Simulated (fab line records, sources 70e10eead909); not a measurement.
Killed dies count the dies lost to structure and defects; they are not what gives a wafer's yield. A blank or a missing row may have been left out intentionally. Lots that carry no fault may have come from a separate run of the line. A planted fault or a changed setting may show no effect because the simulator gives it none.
8D (eight disciplines) problem report, filled in by code -- flow nand harc -- the parts of the form that need people (team, actions taken, sign-off) are left out

1. PROBLEM STATEMENT
At NHARC_A_ONON_D1_THK_MEAS_02, thk nm averages 600 nm over 6 wafers from 2 lots, while fault-free wafers read 1003 nm, standard deviation 9.7. Relative to the usual mean, that is a shift of -42 standard deviations.
The step: measures by ellipsometry.
Earliest sighting: wafer L789.1 on film metro-01 at day 11 10:58. The record has a number at this step for 39 wafers belonging to 13 lots. By rule, "out" or "out of limits" means more than 4 standard deviations away from the usual mean. The other wafers with a number count as sound.

2. WHAT IT IS, AND WHAT IT ISN'T
question,is,is not
which readings at this step,thk nm,-
which lots,"L789, L790","L774, L775, L778, L779, L780, L781, L785, L791, L792, L793, L794"
which wafers of those lots,all that have a number,-
read on which gauges,film metro-01,film metro-02
when,from day 11 10:58,"up to then (24 sound wafers); but 9 sound wafers of L792, L793, L794 came after"

3. THE SUSPECTS, EACH WITH WHAT RULES IT OUT
Counting: a tool at a process step up to the reading stays a suspect if it ran every lot that is out and no sound lot after the first of them.
- the gauge at NHARC_A_ONON_D1_THK_MEAS_02 has been ruled out. All the wafers that are out were read on film metro-01, but those of them that NHARC_END_SORT_01 has rows for are out there too, on other tools.
- pecvd onon-03 at NHARC_A_ONON_D1_DEP_00 (target thk 1000 nm): kept. It ran every lot that is out, first L789 (day 11 10:27), and no sound lot after that; its last sound lot up to then is L785 (day 11 01:30).
Left after counting: pecvd onon-03 at NHARC_A_ONON_D1_DEP_00.

4. THE CAUSE (what the simulator had put in)
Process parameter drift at NHARC_A_ONON_D1_DEP_00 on pecvd onon-03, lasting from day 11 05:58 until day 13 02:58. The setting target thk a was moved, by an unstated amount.
This tool alone remained once counting was done.

5. THE EFFECT CHAIN, in route order
Rows list readings where the struck wafers' mean (over those with a number) sits beyond 3 standard deviations from the usual. Readings are gone through only where the record gives a usual standard deviation; hours: the median, over the lots, of the time from a lot's start at the first step in this table giving one to that lot's start at this step; sigmas: the change measured in usual standard deviations.
hours,step,reading,usual,on struck wafers,change,sigmas
0,NHARC_A_ONON_D1_THK_MEAS_02,thk nm,1003 nm,600,-403,-42
389,NHARC_END_SORT_01,killed at array,29,672,+642,+58
389,NHARC_END_SORT_01,killed dies,33,677,+644,+54

6. HOW IT WOULD HAVE BEEN CAUGHT EARLIER
The first out-of-limits reading at a measuring or inspecting step in this record came at day 11 10:58, 5 hours after the fault's start at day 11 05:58.
An alarm limit of 4 standard deviations would not have fired on the tool readings at NHARC_A_ONON_D1_DEP_00 for which the record gives a usual standard deviation, since none of them was out on any struck wafer.
Of the lots that are out (2), L790 began NHARC_A_ONON_D1_DEP_00 on pecvd onon-03 after day 11 10:58. Putting the tool on hold at that point would have spared it.
